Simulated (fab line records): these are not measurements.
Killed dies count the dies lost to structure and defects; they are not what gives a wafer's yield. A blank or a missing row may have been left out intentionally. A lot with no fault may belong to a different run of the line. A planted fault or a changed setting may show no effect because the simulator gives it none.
fab line records    flow nand-harc
record lots=13  wafers=39  last-day=33
route steps=1302 shown P_GATE@175 END@1302
lots untouched by any fault: they come from a run of this same line in which no faults occurred
start-h: hours from the record's opening day to when the first of the lot's shown wafers began    wait-h: hours from the lot's prior step to this one    " identical to the entry in the row above    L1.1+2: a single row standing in for several wafers    - either no value or no given start    * or withheld: withheld    < > ~ a bound
route shown NAME@n: names a module that has steps shown in the file, with the first one's number in the route    usual: the fault-free wafers' mean and standard deviation    same: alike in all rows    chamber/n: place in a boat    sites: readings site by site    _std_site: the standard deviation of these    _edge_site: mean of outer sites minus mean of inner sites    radius-mm: how far each site lies from the wafer's centre    mask NAME#n: copy n    behind: tool/chamber where the wafer was last shaped    hold: reason for holding the lot/hours on hold/outcome of the hold    device: the n, p or np transistor that did not switch    end of line: tests of these same wafers at the route's end    a step given without rows: its recipe and nothing more    killed: at the first sort, the dies lost to defects and structure; wafer yield is something else    map: shows each die of a wafer: x if killed, . if not, _ if none is there
set.NAME: setting as actually run; set.NAME@STEP: the setting as run at that earlier step    model.NAME: the simulator's own value behind a step, which no gauge read
a sample of lots followed through the steps of the route, with each step as a table and each wafer as a row
services: from which hour (start-h, from the record's first day; less than 0 if before it) a tool's chamber was out of use, for how many hours, and why
## steps
# step NHARC_P_GATE_STRIP_75
# recipe power-w=1500  temp-c=250  chemistry=O2
# usual drypump-motor-current-A=5.7/0.6  heater-power-w=307/17
lot.wafer  tool             chamber  start-h  wait-h  drypump-motor-current-A  heater-power-w  rf-hours-counter-h
L800.2     plasma-asher-02  0        106.48   0.2     5.0                      298             6
L800.3     "                1        "        "       6.5                      304             -
L800.5     "                0        "        "       5.0                      300             -
L801.2     plasma-asher-02  1        122.01   0.3     6.5                      305             8
L801.4     "                1        "        "       6.5                      301             -
L801.5     "                0        "        "       5.0                      294             -
L802.1     plasma-asher-01  1        134.09   0.3     5.5                      338             28
L802.2     "                0        "        "       5.9                      317             28
L802.4     "                1        "        "       5.5                      346             -
L803.4     plasma-asher-02  0        135.26   0.2     5.0                      295             -
L803.3     "                1        "        "       6.5                      309             -
L803.5     "                1        "        "       6.5                      292             -
L804.1     plasma-asher-02  1        147.15   0.2     6.5                      300             15
L804.3     "                0        "        "       5.0                      295             -
L804.5     "                1        "        "       6.5                      297             -
L805.1     plasma-asher-02  0        158.41   0.2     5.0                      299             16
L805.4     "                0        "        "       5.0                      294             -
L805.5     "                0        "        "       5.0                      303             -
L806.1     plasma-asher-02  0        168.71   0.2     5.0                      300             19
L806.2     "                1        "        "       6.5                      310             19
L806.6     "                0        "        "       5.0                      290             -
L808.2     plasma-asher-02  0        186.59   0.3     5.0                      298             23
L808.1     "                1        "        "       6.5                      299             23
L808.4     "                0        "        "       5.0                      299             -
L809.1     plasma-asher-02  0        203.78   0.2     5.0                      295             25
L809.4     "                1        "        "       6.5                      300             -
L809.3     "                0        "        "       5.0                      303             -
L816.1     plasma-asher-02  1        271.08   0.3     6.5                      305             3
L816.4     "                1        "        "       6.5                      312             -
L816.3     "                0        "        "       5.0                      273             -
L818.1     plasma-asher-01  1        290.37   0.2     5.5                      329             22
L818.4     "                1        "        "       5.5                      336             -
L818.6     "                1        "        "       5.5                      324             -
L820.2     plasma-asher-01  1        309.41   0.3     5.5                      329             27
L820.1     "                0        "        "       6.0                      301             27
L820.6     "                1        "        "       5.5                      325             -
L823.3     plasma-asher-01  0        335.85   0.2     6.0                      311             -
L823.4     "                1        "        "       5.5                      331             -
L823.6     "                1        "        "       5.5                      338             -
# step NHARC_P_GATE_RTA_64
# recipe temp-c=1050  time-s=1
# usual lamp-power-pct=33/3.8  wafer_temp_C_max=1055.4/1.9
lot.wafer  tool           chamber  start-h  wait-h  lamp-power-pct  wafer_temp_C_max
L800.2     rtp-anneal-02  0        110.85   -       37              1058.6
L800.3     "              0        "        "       37              1056.6
L800.5     "              0        "        "       37              1056.4
L801.2     rtp-anneal-02  0        126.40   -       37              1054.1
L801.4     "              0        "        "       37              1057.7
L801.5     "              0        "        "       37              1058.2
L802.1     rtp-anneal-02  0        138.42   -       37              1055.7
L802.2     "              0        "        "       37              1058.4
L802.4     "              0        "        "       37              1058.6
L803.3     rtp-anneal-02  0        139.75   -       37              1056.5
L803.4     "              0        "        "       37              1055.8
L803.5     "              0        "        "       37              1054.9
L804.1     rtp-anneal-01  0        151.38   -       29              1053.6
L804.3     "              0        "        "       29              1055.1
L804.5     "              0        "        "       29              1054.5
L805.1     rtp-anneal-01  0        162.73   -       29              1054.3
L805.4     "              0        "        "       29              1053.3
L805.5     "              0        "        "       29              1053.9
L806.1     rtp-anneal-02  0        173.05   -       37              1057.1
L806.2     "              0        "        "       37              1055.1
L806.6     "              0        "        "       37              1057.1
L808.1     rtp-anneal-02  0        190.93   -       37              1057.6
L808.2     "              0        "        "       37              1056.5
L808.4     "              0        "        "       37              1056.4
L809.1     rtp-anneal-01  0        208.23   -       29              1053.4
L809.3     "              0        "        "       29              1052.8
L809.4     "              0        "        "       29              1054.9
L816.1     rtp-anneal-02  0        275.39   -       37              1059.8
L816.3     "              0        "        "       37              1058.3
L816.4     "              0        "        "       37              1056.4
L818.1     rtp-anneal-01  0        294.68   -       29              1054.2
L818.4     "              0        "        "       29              1054.0
L818.6     "              0        "        "       29              1054.8
L820.1     rtp-anneal-02  0        313.60   -       37              1058.5
L820.2     "              0        "        "       37              1058.7
L820.6     "              0        "        "       37              1057.3
L823.3     rtp-anneal-01  0        340.24   -       29              1054.2
L823.4     "              0        "        "       29              1054.0
L823.6     "              0        "        "       29              1053.4
# step NHARC_P_GATE_STRIP_67
# recipe time-s=600  temp-c=130  chemistry=SPM
# usual run-length-s=603.1/1.3
lot.wafer  tool          chamber  start-h  wait-h  run-length-s
L800.5     wet-bench-03  3        111.64   0.1     605.4
L800.3     "             5        "        "       601.5
L800.2     "             7        "        "       603.5
L801.5     wet-bench-04  1        127.18   0.1     602.7
L801.4     "             3        "        "       603.4
L801.2     "             4        "        "       602.1
L802.2     wet-bench-03  4        139.22   0.2     603.2
L802.4     "             7        "        "       603.3
L802.1     "             0        "        "       603.1
L803.5     wet-bench-04  5        140.51   0.1     602.4
L803.3     "             6        "        "       603.1
L803.4     "             1        "        "       602.9
L804.3     wet-bench-09  7        152.18   0.1     604.6
L804.1     "             2        "        "       603.7
L804.5     "             4        "        "       604.4
L805.1     wet-bench-09  2        163.56   0.2     603.2
L805.5     "             4        "        "       605.1
L805.4     "             6        "        "       601.3
L806.2     wet-bench-03  6        174.06   0.1     602.3
L806.1     "             2        "        "       601.6
L806.6     "             3        "        "       604.1
L808.1     wet-bench-09  1        191.73   0.2     602.0
L808.2     "             2        "        "       602.4
L808.4     "             4        "        "       604.0
L809.4     wet-bench-03  1        209.03   0.1     603.5
L809.3     "             3        "        "       605.1
L809.1     "             5        "        "       600.9
L816.4     wet-bench-04  5        276.19   0.1     602.0
L816.3     "             1        "        "       603.3
L816.1     "             2        "        "       602.0
L818.4     wet-bench-09  3        295.49   0.1     314.4
L818.1     "             4        "        "       315.5
L818.6     "             6        "        "       312.8
L820.1     wet-bench-09  5        314.42   0.2     315.9
L820.6     "             7        "        "       315.1
L820.2     "             1        "        "       313.3
L823.3     wet-bench-03  6        341.01   0.1     602.8
L823.4     "             7        "        "       605.1
L823.6     "             0        "        "       603.3
# step NHARC_P_GATE_RTA_82
# recipe temp-c=450  time-s=30
# usual lamp-power-pct=3.9/0.43  wafer_temp_C_max=452.6/0.79
lot.wafer  tool           chamber  start-h  wait-h  lamp-power-pct  wafer_temp_C_max
L800.2     rtp-anneal-01  0        111.92   -       3.4             452.1
L800.3     "              0        "        "       3.4             452.1
L800.5     "              0        "        "       3.4             451.8
L801.2     rtp-anneal-02  0        127.46   -       4.3             453.9
L801.4     "              0        "        "       4.3             453.1
L801.5     "              0        "        "       4.3             454.0
L802.1     rtp-anneal-01  0        139.48   -       3.4             452.5
L802.2     "              0        "        "       3.4             451.4
L802.4     "              0        "        "       3.4             451.1
L803.3     rtp-anneal-01  0        140.82   -       3.4             451.7
L803.4     "              0        "        "       3.4             452.1
L803.5     "              0        "        "       3.4             451.6
L804.1     rtp-anneal-02  0        152.47   -       4.3             453.3
L804.3     "              0        "        "       4.3             453.0
L804.5     "              0        "        "       4.3             452.5
L805.1     rtp-anneal-01  0        163.86   -       3.4             452.5
L805.4     "              0        "        "       3.4             452.2
L805.5     "              0        "        "       3.4             451.4
L806.1     rtp-anneal-02  0        174.32   -       4.3             453.2
L806.2     "              0        "        "       4.3             454.3
L806.6     "              0        "        "       4.3             453.4
L808.1     rtp-anneal-02  0        191.98   -       4.3             453.8
L808.2     "              0        "        "       4.3             452.9
L808.4     "              0        "        "       4.3             455.1
L809.1     rtp-anneal-02  0        209.29   -       4.3             452.8
L809.3     "              0        "        "       4.3             452.2
L809.4     "              0        "        "       4.3             453.6
L816.1     rtp-anneal-01  0        276.45   -       3.4             451.9
L816.3     "              0        "        "       3.4             451.9
L816.4     "              0        "        "       3.4             451.9
L818.1     rtp-anneal-02  0        295.74   -       4.3             452.9
L818.4     "              0        "        "       4.3             453.3
L818.6     "              0        "        "       4.3             454.1
L820.1     rtp-anneal-01  0        314.67   -       3.4             451.4
L820.2     "              0        "        "       3.4             451.8
L820.6     "              0        "        "       3.4             451.7
L823.3     rtp-anneal-01  0        341.32   -       3.4             452.3
L823.4     "              0        "        "       3.4             452.1
L823.6     "              0        "        "       3.4             451.7
# step NHARC_END_SORT_01
# recipe temp-c=25
# usual killed-at-array=54/20  killed-at-other=0.7/0.94  killed-at-periphery=3.8/2.7  killed-dies=59/20  killed-open=3.5/1.9  killed-short=2.5/1.6
# same gross-dies=677
lot.wafer  tool       chamber  start-h  wait-h  killed-at-array  killed-at-other  killed-at-periphery  killed-dies  killed-open  killed-short
L800.2     prober-01  0        567.37   2.8     68               1                2                    71           5            1
L800.3     prober-01  0        568.16   3.1     42               0                3                    45           2            3
L800.5     prober-01  0        569.74   3.7     64               0                2                    66           2            2
L802.1     prober-02  0        583.08   2.5     56               1                2                    59           3            2
L802.2     prober-02  0        583.88   2.8     59               1                2                    62           5            2
L802.4     prober-02  0        585.50   3.4     29               1                3                    33           5            1
L801.2     prober-01  0        587.73   2.8     50               1                1                    52           4            2
L801.4     prober-01  0        589.32   3.4     41               3                3                    47           0            3
L801.5     prober-01  0        590.12   3.7     52               0                1                    53           1            2
L803.3     prober-02  0        592.51   3.1     23               1                1                    25           3            3
L803.4     prober-02  0        593.32   3.4     21               0                4                    25           4            0
L803.5     prober-02  0        594.12   3.7     29               0                3                    32           5            4
L804.1     prober-01  0        594.71   2.5     36               0                6                    42           4            4
L804.3     prober-01  0        596.31   3.1     58               0                7                    65           3            4
L804.5     prober-01  0        597.90   3.7     55               0                7                    62           1            3
L805.1     prober-02  0        598.71   2.5     64               0                5                    69           3            2
L805.4     prober-02  0        601.09   3.4     79               1                4                    84           6            5
L805.5     prober-02  0        601.88   3.7     79               1                6                    86           3            1
L806.1     prober-01  0        616.40   2.5     53               3                3                    59           4            3
L806.2     prober-01  0        617.20   2.8     62               1                1                    64           4            3
L806.6     prober-01  0        620.41   4.0     57               1                2                    60           2            4
L808.1     prober-02  0        640.76   2.5     55               2                0                    57           2            0
L808.2     prober-02  0        641.57   2.8     53               2                5                    60           4            2
L808.4     prober-02  0        643.18   3.4     60               1                4                    65           1            2
L809.1     prober-01  0        681.74   2.5     50               0                6                    56           1            1
L809.3     prober-01  0        683.35   3.1     49               0                9                    58           5            1
L809.4     prober-01  0        684.15   3.4     45               0                4                    49           3            2
L816.1     prober-01  0        731.48   2.5     46               0                8                    54           4            5
L816.3     prober-01  0        733.06   3.1     40               0                5                    45           4            0
L816.4     prober-01  0        733.86   3.4     37               1                5                    43           1            2
L818.1     prober-02  0        738.11   2.5     42               0                2                    44           1            3
L818.4     prober-02  0        740.44   3.3     48               0                2                    50           6            1
L818.6     prober-02  0        742.00   3.9     42               1                0                    43           1            6
L820.1     prober-01  0        762.13   2.5     36               0                3                    39           5            3
L820.2     prober-01  0        762.94   2.8     42               0                5                    47           6            3
L820.6     prober-01  0        766.17   4.0     37               0                4                    41           4            4
L823.3     prober-01  0        795.63   3.1     68               3                9                    80           5            4
L823.4     prober-01  0        796.43   3.4     82               0                8                    90           4            3
L823.6     prober-01  0        798.05   4.0     60               3                4                    67           4            3
# killed by level:class
L800.2 A_CHANNEL_HOLE_D2:chamber-film-flake=31 A_SLIT:chamber-film-flake=24 A_WL_FILL:chamber-film-flake=5 A_BLC:geometric-particle:open=2 A_CHANNEL_FILL_D2:chamber-film-flake=2 P_CONTACT:geometric-particle:open=1 A_SOURCE_PLATE:geometric-particle:short=1 A_ONON_D2:geometric-particle:open=1
L800.3 A_SLIT:chamber-film-flake=20 A_CHANNEL_HOLE_D2:chamber-film-flake=11 A_CHANNEL_HOLE_D1:chamber-film-flake=3 A_ONON_D1:geometric-particle:open=2 A_ONON_D1:geometric-particle:short=2 P_M2:chamber-film-flake=2 A_WL_FILL:chamber-film-flake=2 P_CONTACT:geometric-particle:short=1
L800.5 A_CHANNEL_HOLE_D2:chamber-film-flake=27 A_SLIT:chamber-film-flake=22 A_CHANNEL_HOLE_D1:chamber-film-flake=3 A_WL_FILL:chamber-film-flake=3 A_CHANNEL_FILL_D2:chamber-film-flake=2 A_STAIRCASE:chamber-film-flake=2 P_GATE:geometric-particle:open=1 A_SOURCE_PLATE:geometric-particle:short=1
L802.1 A_CHANNEL_HOLE_D2:chamber-film-flake=30 A_CHANNEL_HOLE_D1:chamber-film-flake=19 A_STAIRCASE:chamber-film-flake=2 P_M1:geometric-particle:open=1 A_DECK1_JOINT:geometric-particle:open=1 A_BLC:geometric-particle:short=1 A_BLC:geometric-particle:open=1 STARTING-WAFER:geometric-particle:short=1
L802.2 A_CHANNEL_HOLE_D1:chamber-film-flake=30 A_CHANNEL_HOLE_D2:chamber-film-flake=17 A_CONTACT:chamber-film-flake=4 P_CONTACT:geometric-particle:open=1 P_M0:geometric-particle:open=1 A_DECK1_JOINT:geometric-particle:open=1 A_ONON_D2:geometric-particle:short=1 A_CHANNEL_FILL_D2:geometric-particle:short=1
L802.4 A_CHANNEL_HOLE_D1:chamber-film-flake=12 A_CHANNEL_HOLE_D2:chamber-film-flake=9 A_M0:geometric-particle:open=2 A_BLC:chamber-film-flake=2 P_GATE:geometric-particle:open=1 P_CONTACT:geometric-particle:open=1 A_DECK1_JOINT:geometric-particle:open=1 A_ONON_D2:geometric-particle:short=1
L801.2 A_SLIT:chamber-film-flake=26 A_CHANNEL_HOLE_D2:chamber-film-flake=5 A_M1:chamber-film-flake=4 A_CHANNEL_HOLE_D1:chamber-film-flake=3 A_WL_FILL:chamber-film-flake=2 A_CONTACT:chamber-film-flake=2 P_CONTACT:geometric-particle:short=1 A_DECK1_JOINT:geometric-particle:open=1
L801.4 A_SLIT:chamber-film-flake=19 A_CHANNEL_HOLE_D2:chamber-film-flake=6 A_CHANNEL_FILL_D1:chamber-film-flake=5 THIN_TSV:chamber-film-flake=3 A_STAIRCASE:chamber-film-flake=2 A_WL_FILL:chamber-film-flake=2 P_M0:geometric-particle:short=1 A_CHANNEL_HOLE_D2:geometric-particle:short=1
L801.5 A_SLIT:chamber-film-flake=34 A_CHANNEL_HOLE_D2:chamber-film-flake=4 A_CHANNEL_HOLE_D1:chamber-film-flake=3 A_STAIRCASE:chamber-film-flake=2 A_SGD_CUT:chamber-film-flake=2 A_M1:chamber-film-flake=2 A_SOURCE_PLATE:geometric-particle:open=1 A_CHANNEL_FILL_D2:geometric-particle:short=1
L803.3 A_CHANNEL_HOLE_D2:chamber-film-flake=8 A_ZERO_WELL:chamber-film-flake=2 A_CHANNEL_HOLE_D1:chamber-film-flake=2 A_STAIRCASE:chamber-film-flake=2 A_CONTACT:chamber-film-flake=2 A_DECK1_JOINT:geometric-particle:short=1 A_ONON_D2:geometric-particle:open=1 A_CHANNEL_FILL_D2:geometric-particle:open=1
L803.4 A_CHANNEL_HOLE_D2:chamber-film-flake=8 A_CONTACT:chamber-film-flake=4 P_ZERO_WELL:chamber-film-flake=3 A_BLC:geometric-particle:open=2 A_ZERO_WELL:chamber-film-flake=2 A_CHANNEL_FILL_D2:chamber-film-flake=2 P_CONTACT:geometric-particle:open=1 A_M0:geometric-particle:open=1
L803.5 A_CHANNEL_HOLE_D2:chamber-film-flake=10 A_CHANNEL_HOLE_D1:chamber-film-flake=5 A_CHANNEL_FILL_D1:geometric-particle:short=3 P_CONTACT:geometric-particle:open=2 A_STAIRCASE:chamber-film-flake=2 A_CONTACT:chamber-film-flake=2 A_CHANNEL_HOLE_D1:geometric-particle:open=1 A_CHANNEL_HOLE_D2:geometric-particle:open=1
L804.1 A_CHANNEL_HOLE_D2:chamber-film-flake=14 A_CHANNEL_HOLE_D1:chamber-film-flake=9 P_CONTACT:chamber-film-flake=3 A_SLIT:chamber-film-flake=3 A_CHANNEL_FILL_D2:geometric-particle:short=2 A_CHANNEL_FILL_D1:chamber-film-flake=2 P_CONTACT:geometric-particle:open=1 P_M1:geometric-particle:open=1
L804.3 A_CHANNEL_HOLE_D2:chamber-film-flake=25 A_CHANNEL_HOLE_D1:chamber-film-flake=22 A_CHANNEL_FILL_D1:chamber-film-flake=3 A_CONTACT:chamber-film-flake=3 P_M0:geometric-particle:short=2 P_M2:geometric-particle:open=2 A_SLIT:chamber-film-flake=2 A_WL_FILL:geometric-particle:short=1
L804.5 A_CHANNEL_HOLE_D1:chamber-film-flake=29 A_CHANNEL_HOLE_D2:chamber-film-flake=18 P_ZERO_WELL:chamber-film-flake=3 A_CONTACT:chamber-film-flake=3 P_CONTACT:chamber-film-flake=2 A_CHANNEL_FILL_D1:chamber-film-flake=2 P_GATE:geometric-particle:short=1 P_CONTACT:geometric-particle:short=1
L805.1 A_SLIT:chamber-film-flake=23 A_CHANNEL_HOLE_D1:chamber-film-flake=21 A_CHANNEL_HOLE_D2:chamber-film-flake=8 P_M1:chamber-film-flake=5 A_CONTACT:chamber-film-flake=3 A_STAIRCASE:chamber-film-flake=2 A_WL_FILL:chamber-film-flake=2 A_DECK1_JOINT:geometric-particle:short=1
L805.4 A_CHANNEL_HOLE_D1:chamber-film-flake=31 A_SLIT:chamber-film-flake=23 A_CHANNEL_HOLE_D2:chamber-film-flake=7 A_STAIRCASE:chamber-film-flake=4 A_CONTACT:chamber-film-flake=4 A_ONON_D2:geometric-particle:open=2 P_M1:chamber-film-flake=2 P_M0:geometric-particle:short=1
L805.5 A_CHANNEL_HOLE_D1:chamber-film-flake=38 A_SLIT:chamber-film-flake=29 A_CHANNEL_HOLE_D2:chamber-film-flake=5 P_M1:chamber-film-flake=4 A_CONTACT:chamber-film-flake=3 P_M2:geometric-particle:open=1 A_DECK1_JOINT:geometric-particle:open=1 A_WL_FILL:geometric-particle:open=1
L806.1 A_CHANNEL_HOLE_D1:chamber-film-flake=15 A_CHANNEL_HOLE_D2:chamber-film-flake=11 A_CONTACT:chamber-film-flake=10 A_STAIRCASE:chamber-film-flake=4 A_CHANNEL_FILL_D2:chamber-film-flake=3 THIN_TSV:chamber-film-flake=3 A_M0:geometric-particle:open=2 P_M0:geometric-particle:short=1
L806.2 A_CHANNEL_HOLE_D1:chamber-film-flake=32 A_CHANNEL_HOLE_D2:chamber-film-flake=12 A_STAIRCASE:chamber-film-flake=5 A_CONTACT:chamber-film-flake=3 A_M1:chamber-film-flake=2 A_SOURCE_PLATE:geometric-particle:open=1 A_ONON_D1:geometric-particle:short=1 A_ONON_D1:geometric-particle:open=1
L806.6 A_CHANNEL_HOLE_D1:chamber-film-flake=21 A_CHANNEL_HOLE_D2:chamber-film-flake=12 A_STAIRCASE:chamber-film-flake=9 A_CONTACT:chamber-film-flake=4 A_WL_FILL:geometric-particle:short=3 A_M1:chamber-film-flake=3 A_SLIT:chamber-film-flake=2 P_GATE:geometric-particle:open=1
L808.1 A_SLIT:chamber-film-flake=26 A_CONTACT:chamber-film-flake=11 A_CHANNEL_HOLE_D2:chamber-film-flake=9 A_ZERO_WELL:chamber-film-flake=3 A_CHANNEL_HOLE_D1:chamber-film-flake=2 A_STAIRCASE:chamber-film-flake=2 THIN_TSV:chamber-film-flake=2 A_CHANNEL_HOLE_D2:geometric-particle:open=1
L808.2 A_SLIT:chamber-film-flake=24 A_CHANNEL_HOLE_D2:chamber-film-flake=8 A_CONTACT:chamber-film-flake=7 A_CHANNEL_HOLE_D1:chamber-film-flake=3 P_STI:chamber-film-flake=2 P_GATE:chamber-film-flake=2 A_ZERO_WELL:chamber-film-flake=2 A_STAIRCASE:chamber-film-flake=2
L808.4 A_SLIT:chamber-film-flake=27 A_CHANNEL_HOLE_D2:chamber-film-flake=11 A_CONTACT:chamber-film-flake=6 A_ZERO_WELL:chamber-film-flake=5 A_CHANNEL_HOLE_D1:chamber-film-flake=5 P_GATE:chamber-film-flake=3 A_STAIRCASE:chamber-film-flake=3 A_CHANNEL_FILL_D1:geometric-particle:short=1
L809.1 A_CHANNEL_HOLE_D1:chamber-film-flake=28 A_CHANNEL_HOLE_D2:chamber-film-flake=10 A_CONTACT:chamber-film-flake=5 P_M0:chamber-film-flake=4 A_CHANNEL_FILL_D1:chamber-film-flake=2 A_SLIT:chamber-film-flake=2 P_M0:geometric-particle:open=1 A_ONON_D2:geometric-particle:short=1
L809.3 A_CHANNEL_HOLE_D1:chamber-film-flake=25 A_CHANNEL_HOLE_D2:chamber-film-flake=13 P_M0:chamber-film-flake=4 A_SLIT:chamber-film-flake=3 P_GATE:chamber-film-flake=2 A_CHANNEL_FILL_D1:chamber-film-flake=2 A_CONTACT:chamber-film-flake=2 P_M0:geometric-particle:open=1
L809.4 A_CHANNEL_HOLE_D2:chamber-film-flake=16 A_CHANNEL_HOLE_D1:chamber-film-flake=14 A_CONTACT:chamber-film-flake=7 A_SLIT:chamber-film-flake=3 P_M0:geometric-particle:short=1 P_M2:geometric-particle:open=1 A_ONON_D2:geometric-particle:short=1 A_CHANNEL_FILL_D2:geometric-particle:open=1
L816.1 A_CHANNEL_HOLE_D2:chamber-film-flake=19 A_CHANNEL_HOLE_D1:chamber-film-flake=11 A_SLIT:chamber-film-flake=5 P_M2:chamber-film-flake=3 P_GATE:chamber-film-flake=2 A_DECK1_JOINT:chamber-film-flake=2 A_SGD_CUT:chamber-film-flake=2 P_STI:geometric-particle:short=1
L816.3 A_CHANNEL_HOLE_D2:chamber-film-flake=21 A_CHANNEL_HOLE_D1:chamber-film-flake=8 P_CONTACT:chamber-film-flake=2 A_SGD_CUT:chamber-film-flake=2 A_SLIT:chamber-film-flake=2 A_BONDPAD:chamber-film-flake=2 P_M1:geometric-particle:open=1 A_CONTACT:geometric-particle:open=1
L816.4 A_CHANNEL_HOLE_D2:chamber-film-flake=18 A_CHANNEL_HOLE_D1:chamber-film-flake=8 P_M2:chamber-film-flake=3 A_SLIT:chamber-film-flake=3 A_SGD_CUT:chamber-film-flake=2 A_CHANNEL_HOLE_D1:geometric-particle:short=1 A_CHANNEL_HOLE_D2:geometric-particle:open=1 STARTING-WAFER:geometric-particle:short=1
L818.1 A_CHANNEL_HOLE_D2:chamber-film-flake=17 A_CHANNEL_HOLE_D1:chamber-film-flake=13 A_SLIT:chamber-film-flake=5 A_CHANNEL_FILL_D2:geometric-particle:short=2 P_CONTACT:geometric-particle:open=1 A_ONON_D1:geometric-particle:short=1 P_GATE:chamber-film-flake=1 A_CHANNEL_FILL_D2:chamber-film-flake=1
L818.4 A_CHANNEL_HOLE_D2:chamber-film-flake=21 A_CHANNEL_HOLE_D1:chamber-film-flake=11 A_SLIT:chamber-film-flake=4 A_CHANNEL_FILL_D2:chamber-film-flake=2 A_CONTACT:chamber-film-flake=2 P_CONTACT:geometric-particle:open=1 P_M0:geometric-particle:open=1 A_ONON_D1:geometric-particle:open=1
L818.6 A_CHANNEL_HOLE_D2:chamber-film-flake=14 A_CHANNEL_HOLE_D1:chamber-film-flake=11 A_CHANNEL_FILL_D2:chamber-film-flake=3 A_DECK1_JOINT:geometric-particle:short=2 A_WL_FILL:geometric-particle:short=2 A_STAIRCASE:chamber-film-flake=2 A_SGD_CUT:chamber-film-flake=2 A_CONTACT:chamber-film-flake=2
L820.1 A_CHANNEL_HOLE_D1:chamber-film-flake=15 A_SLIT:chamber-film-flake=4 A_STAIRCASE:chamber-film-flake=3 A_CONTACT:chamber-film-flake=3 P_M1:geometric-particle:short=1 A_ONON_D1:geometric-particle:open=1 A_CHANNEL_HOLE_D1:geometric-particle:open=1 A_CHANNEL_FILL_D1:geometric-particle:short=1
L820.2 A_CHANNEL_HOLE_D1:chamber-film-flake=11 A_STAIRCASE:chamber-film-flake=6 A_SLIT:chamber-film-flake=5 A_CONTACT:chamber-film-flake=5 A_DECK1_JOINT:chamber-film-flake=4 A_CHANNEL_FILL_D2:geometric-particle:short=2 A_M0:geometric-particle:open=2 P_ZERO_WELL:chamber-film-flake=2
L820.6 A_CHANNEL_HOLE_D1:chamber-film-flake=12 A_CONTACT:chamber-film-flake=5 A_STAIRCASE:chamber-film-flake=5 A_SLIT:chamber-film-flake=4 A_DECK1_JOINT:chamber-film-flake=2 A_WL_FILL:chamber-film-flake=2 P_CONTACT:geometric-particle:open=1 P_CONTACT:geometric-particle:short=1
L823.3 A_SLIT:chamber-film-flake=30 A_CHANNEL_HOLE_D2:chamber-film-flake=25 P_M1:chamber-film-flake=5 P_GATE:chamber-film-flake=3 A_CONTACT:chamber-film-flake=3 A_CHANNEL_HOLE_D2:geometric-particle:short=2 A_CHANNEL_HOLE_D1:chamber-film-flake=2 THIN_TSV:chamber-film-flake=2
L823.4 A_SLIT:chamber-film-flake=32 A_CHANNEL_HOLE_D2:chamber-film-flake=28 A_STAIRCASE:chamber-film-flake=6 A_ZERO_WELL:chamber-film-flake=5 P_ZERO_WELL:chamber-film-flake=4 P_M1:chamber-film-flake=3 A_WL_FILL:chamber-film-flake=2 A_CHANNEL_FILL_D1:geometric-particle:open=1
L823.6 A_CHANNEL_HOLE_D2:chamber-film-flake=27 A_SLIT:chamber-film-flake=17 A_STAIRCASE:chamber-film-flake=3 A_CONTACT:chamber-film-flake=3 A_WL_FILL:geometric-particle:short=2 P_ZERO_WELL:chamber-film-flake=2 P_M1:chamber-film-flake=2 A_WL_FILL:chamber-film-flake=2
## services
tool             chamber  start-h  hours  kind
wet-bench-03     -        83.85    6.4    repair
plasma-asher-02  -        122.13   2.3    repair
rtp-anneal-02    -        147.88   4.1    repair
plasma-asher-01  -        165.00   9.0    pm
wet-bench-09     -        176.80   8.0    pm
wet-bench-09     0        184.80   -      consumable-replace:bath
wet-bench-09     0        184.80   -      consumable-replace:filter
wet-bench-09     1        184.80   -      consumable-replace:bath
wet-bench-09     1        184.80   -      consumable-replace:filter
wet-bench-09     2        184.80   -      consumable-replace:bath
wet-bench-09     2        184.80   -      consumable-replace:filter
wet-bench-09     3        184.80   -      consumable-replace:bath
wet-bench-09     3        184.80   -      consumable-replace:filter
wet-bench-09     4        184.80   -      consumable-replace:bath
wet-bench-09     4        184.80   -      consumable-replace:filter
wet-bench-09     5        184.80   -      consumable-replace:bath
plasma-asher-01  -        201.36   4.4    repair
wet-bench-03     -        210.40   8.0    pm
wet-bench-04     -        227.20   8.0    pm
plasma-asher-02  -        249.05   9.0    pm
plasma-asher-02  0        249.05   9.0    vent-cycle
plasma-asher-02  1        249.05   9.0    vent-cycle
plasma-asher-02  0        258.05   -      clean
plasma-asher-02  1        258.05   -      clean
## key
first-sign step=NHARC_P_GATE_STRIP_67  reading=run-length-s  direction=down  sigmas=99+  usual=*  struck=*
effect none on later readings
met-at NHARC_P_GATE_STRIP_67
struck-lots L818,L820
tester-left-out L818,L820
not-acting-at NHARC_P_GATE_STRIP_75,NHARC_P_GATE_RTA_64,NHARC_P_GATE_RTA_82
onset-between 191.73 295.49
fault kind=process-parameter-drift  tool=wet-bench-09  chamber=-  onset-h=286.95  steps=NHARC_P_GATE_STRIP_67  channel=time-s  offset=*  shape=step  end-h=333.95  acts-in=*  stated=*
# tester-left-out: of these lots the tester's yield and bins aren't shown, on N5 and GAA mostly nor the transistor test; their killed dies are dies lost to structure and defects alone, not to doping, threshold or leakage, so they don't give the yield
